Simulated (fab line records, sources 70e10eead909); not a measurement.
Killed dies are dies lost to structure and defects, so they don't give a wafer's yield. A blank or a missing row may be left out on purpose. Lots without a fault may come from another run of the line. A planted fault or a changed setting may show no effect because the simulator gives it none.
Which tool did it? | flow nand_harc | 6 lots, 18 wafers sampled, at 5 steps of a route of 1302

WHAT THE GAUGES READ, wafer by wafer
NHARC_END_SORT_01.
lot  | measured     | on        | killed_at_array
L935 | day 32 06:49 | prober-02 | 674 671 671

WHICH TOOL RAN EACH LOT (tool, then ch and the chambers of the sampled wafers, then the start)
lot  | NHARC_A_STAIRCASE_ALD_420        | NHARC_A_STAIRCASE_DEP_322       | NHARC_A_STAIRCASE_CMP_450     | NHARC_A_STAIRCASE_CMP_472
L921 | ald_hk-03 ch 1,2, day 18 05:57   | pecvd-03 ch 0,1, day 18 21:10   | cmp-04 ch 0,3, day 19 20:44   | cmp-02 ch 2,3, day 19 22:19
L924 | ald_hk-01 ch 0,1,3, day 19 00:13 | pecvd-02 ch 0,1,2, day 19 18:40 | cmp-02 ch 0,1,2, day 20 18:53 | cmp-04 ch 0,1,3, day 20 20:23
L925 | ald_hk-01 ch 1,2,3, day 19 16:47 | pecvd-03 ch 0,1, day 20 11:17   | cmp-04 ch 0,1,3, day 21 10:44 | cmp-02 ch 0,1,3, day 21 12:35
L926 | ald_hk-01 ch 0,3, day 19 21:24   | pecvd-04 ch 0,2, day 20 11:25   | cmp-04 ch 1,3, day 21 09:49   | cmp-04 ch 0,2,3, day 21 11:40
L935 | ald_hk-01 ch 0,2,3, day 24 22:59 | pecvd-04 ch 0,1,2, day 25 18:02 | cmp-04 ch 1,2, day 26 18:15   | cmp-02 ch 1,2, day 26 19:42
L941 | ald_hk-02 ch 0,1,3, day 26 08:46 | pecvd-04 ch 0,2, day 27 02:10   | cmp-01 ch 1,2,3, day 28 01:29 | cmp-02 ch 0,1,3, day 28 02:56
- NHARC_A_STAIRCASE_ALD_420: deposits SiO2, target thk 20 nm, pulse time 6 s, ald cycles 200.
- NHARC_A_STAIRCASE_DEP_322: deposits SiO2, target thk 7200 nm.
- NHARC_A_STAIRCASE_CMP_450: polishes SiO2, target thk 200 nm.
- NHARC_A_STAIRCASE_CMP_472: polishes SiO2.

THE ANSWER, worked out from the rows above alone
Rule: what is usual is taken from the lots themselves. Put in order of their means at a reading, lots are off if they are a third of the lots or fewer, leave a main group of 4 or more, and stand apart from it by a gap of 3 or more times the standard deviation of the main group's means; of several such gaps the widest counts. A main group whose means are all the same, to the digits that the tables above print for the reading, isn't used. A lot without any number at a reading at which 4 lots or more have one is off too. The other lots that the step has rows for count as sound.
No lot is off at any reading shown: from this, nothing can be told.

WHAT THE SIMULATOR HAD PUT IN
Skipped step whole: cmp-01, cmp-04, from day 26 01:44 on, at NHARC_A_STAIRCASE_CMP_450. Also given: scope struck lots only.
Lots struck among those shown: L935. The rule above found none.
